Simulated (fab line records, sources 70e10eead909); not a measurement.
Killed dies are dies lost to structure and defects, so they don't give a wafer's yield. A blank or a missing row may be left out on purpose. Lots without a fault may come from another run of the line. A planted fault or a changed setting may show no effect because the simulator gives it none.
Which tool did it? | flow nand_harc | 7 lots, 21 wafers sampled, at 1 step of a route of 1302

WHAT THE GAUGES READ, wafer by wafer
NHARC_P_STI_OCD_MEAS_17.
lot  | measured     | on     | trench_depth_nm (nm)
L137 | day 3 09:17  | ocd-01 | 302 298 304
L142 | day 5 08:29  | ocd-02 | 303 290 305
L144 | day 6 04:27  | ocd-01 | 299 309 301
L146 | day 7 02:10  | ocd-01 | 297 309 298
L149 | day 8 05:53  | ocd-01 | 300 305 303
L154 | day 10 07:40 | ocd-01 | 300 290 298
L156 | day 11 06:04 | ocd-01 | 300 302 300

WHICH TOOL RAN EACH LOT (tool, then ch and the chambers of the sampled wafers, then the start)
The record holds no process step before these readings.

THE ANSWER, worked out from the rows above alone
Rule: what is usual is taken from the lots themselves. Put in order of their means at a reading, lots are off if they are a third of the lots or fewer, leave a main group of 4 or more, and stand apart from it by a gap of 3 or more times the standard deviation of the main group's means; of several such gaps the widest counts. A main group whose means are all the same, to the digits that the tables above print for the reading, isn't used. A lot without any number at a reading at which 4 lots or more have one is off too. The other lots that the step has rows for count as sound.
No lot is off at any reading shown: from this, nothing can be told.

WHAT THE SIMULATOR HAD PUT IN
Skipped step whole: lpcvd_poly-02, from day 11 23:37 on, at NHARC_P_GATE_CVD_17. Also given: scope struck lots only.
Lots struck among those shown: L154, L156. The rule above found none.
